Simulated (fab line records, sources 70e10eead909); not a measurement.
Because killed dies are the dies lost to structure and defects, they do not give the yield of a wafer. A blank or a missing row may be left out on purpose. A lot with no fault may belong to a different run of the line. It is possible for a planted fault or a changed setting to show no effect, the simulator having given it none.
Matching of chambers | flow nandHarc | 4 sister chambers for NHARC_A_STAIRCASE_DESCUM_186 on rieDiel-01
The step chemistry O2, time 3 s. 22 wafers are shown with their chamber, then 11 later ones without.

WAFERS WITH THEIR CHAMBER
wafer  | chamber | drypumpMotorCurrentA (A) | showerheadPlenumPTorr (Torr) | rfVppV (V)
L074.1 | 0       | 5.7                      | 1.84                         | 56.2
L074.2 | 3       | 5.9                      | 2.06                         | 56.7
L074.3 | 1       | 5.4                      | 1.87                         | 57.8
L082.2 | 0       | 5.7                      | 1.84                         | 56.7
L082.5 | 2       | 6.1                      | 2.07                         | 57.8
L082.6 | 3       | 5.9                      | 2.05                         | 58.3
L081.2 | 0       | 5.7                      | 1.84                         | 57.1
L081.3 | 1       | 5.4                      | 1.87                         | 57.6
L081.6 | 2       | 6.1                      | 2.07                         | 58.1
L083.2 | 3       | 5.9                      | 2.05                         | 58.6
L083.4 | 0       | 5.6                      | 1.83                         | 57.5
L083.5 | 0       | 5.6                      | 1.83                         | 57.7
L086.2 | 0       | 5.7                      | 1.83                         | 57.7
L086.3 | 3       | 5.9                      | 2.05                         | 58.5
L086.5 | 1       | 5.4                      | 1.86                         | 58.2
L087.2 | 2       | 6.1                      | 2.06                         | 58.2
L087.3 | 1       | 5.4                      | 1.86                         | 56.3
L087.4 | 3       | 5.9                      | 2.05                         | 57.9
L089.1 | 0       | 5.6                      | 1.83                         | 57.2
L089.2 | 3       | 5.9                      | 2.04                         | 58.2
L089.4 | 2       | 6.1                      | 2.06                         | 57.9
L090.2 | 2       | 6.1                      | 2.06                         | 58.7

SIGNATURES, as means of the wafers listed above
reading               | chamber 0 | chamber 1 | chamber 2 | chamber 3 | scatter within a chamber
drypumpMotorCurrentA  | 5.657     | 5.400     | 6.100     | 5.900     | 0.0309
showerheadPlenumPTorr | 1.8343    | 1.8650    | 2.0640    | 2.0500    | 0.00573
rfVppV                | 57.157    | 57.475    | 58.140    | 58.033    | 0.614
Rule: a wafer lies at a distance from a chamber equal to the root of the sum of squares, over the readings, of (its reading less the chamber's mean, divided by the reading's scatter). The wafer belongs to the nearest chamber; if the next one is less than 2 further off, it can't be placed. The scatter: the root of (the sum of the squares of (reading less its chamber's mean) over the shown wafers, divided by (wafers less chambers)).

WAFERS WITHOUT THEIR CHAMBER
wafer  | drypumpMotorCurrentA (A) | showerheadPlenumPTorr (Torr) | rfVppV (V)
L090.3 | 5.7                      | 1.83                         | 57.9
L090.6 | 6.1                      | 2.06                         | 57.2
L092.1 | 5.4                      | 1.85                         | 57.0
L092.5 | 5.4                      | 1.85                         | 59.4
L092.6 | 5.6                      | 1.82                         | 57.5
L093.1 | 6.1                      | 2.06                         | 60.0
L093.3 | 5.9                      | 2.04                         | 58.8
L093.5 | 5.6                      | 1.82                         | 57.9
L096.3 | 5.9                      | 2.04                         | 58.5
L096.4 | 5.4                      | 1.85                         | 58.0
L096.5 | 6.1                      | 2.05                         | 59.7

WHICH CHAMBER EACH WENT THROUGH
wafer  | from the rows above | in truth
L090.3 | 0                   | 0
L090.6 | 2                   | 2
L092.1 | 1                   | 1
L092.5 | 1                   | 1
L092.6 | 0                   | 0
L093.1 | 2                   | 2
L093.3 | 3                   | 3
L093.5 | 0                   | 0
L096.3 | 3                   | 3
L096.4 | 1                   | 1
L096.5 | 2                   | 2
11 of 11 placed correctly. Not placeable from these rows: 0. Wrongly placed: 0.
